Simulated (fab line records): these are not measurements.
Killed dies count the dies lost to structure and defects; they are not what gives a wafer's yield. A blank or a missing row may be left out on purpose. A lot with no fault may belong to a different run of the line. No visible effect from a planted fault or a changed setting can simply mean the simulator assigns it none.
Matching of chambers -- flow n5-finfet -- 4 sister chambers for N5_BEOL_M6_VIA_ETCH_34 on rie-diel-04
The step etches SiCOH lowk in C4F6/O2, target depth 126.3 nm, time 50.9 s. 24 wafers are shown with their chamber, then 12 later ones without.

## WAFERS PAIRED WITH THEIR CHAMBERS
wafer,chamber,rf-vpp-V (V),throttle-valve-pct (%),showerhead-plenum-p-Torr (Torr)
L074.1,3,644,21.04,2.77
L074.3,0,647,20.74,2.77
L074.4,2,655,20.52,2.81
L076.4,0,648,20.77,2.76
L076.5,2,652,20.53,2.81
L076.6,1,698,20.89,2.93
L078.1,0,647,20.76,2.76
L078.2,1,696,20.90,2.93
L078.3,2,654,20.55,2.81
L079.2,2,654,20.56,2.80
L079.4,3,644,21.06,2.77
L079.5,1,696,20.92,2.93
L082.1,3,643,21.06,2.76
L082.3,0,648,20.79,2.75
L082.4,1,695,20.91,2.92
L080.1,1,696,20.92,2.92
L080.4,0,648,20.79,2.75
L080.5,0,648,20.78,2.75
L083.3,2,653,20.56,2.80
L083.5,0,648,20.78,2.75
L083.6,3,644,21.06,2.76
L085.2,0,647,20.79,2.75
L085.4,1,695,20.92,2.92
L085.6,1,695,20.93,2.92

SIGNATURES (averages over the wafers above)
reading,chamber 0,chamber 1,chamber 2,chamber 3,scatter within a chamber
rf-vpp-V,647.62,695.86,653.60,643.75,0.857
throttle-valve-pct,20.7750,20.9129,20.5440,21.0550,0.0158
showerhead-plenum-p-Torr,2.7550,2.9243,2.8060,2.7650,0.00629
Rule: a wafer's distance from a chamber is the root of the sum, over the readings, of the square of ((its reading less the chamber's mean) divided by the reading's scatter). If the next closest chamber is less than 2 further off than the closest, the wafer can't be placed; otherwise it belongs to the closest. The scatter: take each reading less its chamber's mean, square it, sum over the shown wafers, divide by the number of wafers less the number of chambers, and take the root.

## WAFERS WHOSE CHAMBER IS MISSING
wafer,rf-vpp-V (V),throttle-valve-pct (%),showerhead-plenum-p-Torr (Torr)
L090.2,643,21.08,2.76
L090.3,654,20.57,2.80
L090.5,648,20.81,2.75
L093.2,652,20.59,2.79
L093.5,652,20.60,2.79
L093.6,643,21.07,2.75
L094.2,644,21.11,2.75
L094.4,696,20.94,2.91
L094.5,644,21.12,2.75
L097.1,648,20.83,2.74
L097.3,695,20.96,2.91
L097.4,653,20.59,2.79

## WHICH CHAMBER EACH ONE RAN IN
wafer,from the rows above,in truth
L090.2,3,3
L090.3,2,2
L090.5,0,0
L093.2,2,2
L093.5,2,2
L093.6,3,3
L094.2,3,3
L094.4,1,1
L094.5,3,3
L097.1,0,0
L097.3,1,1
L097.4,2,2
12 of 12 placed correctly. Can't be placed from these rows: 0. Number placed wrongly: 0.
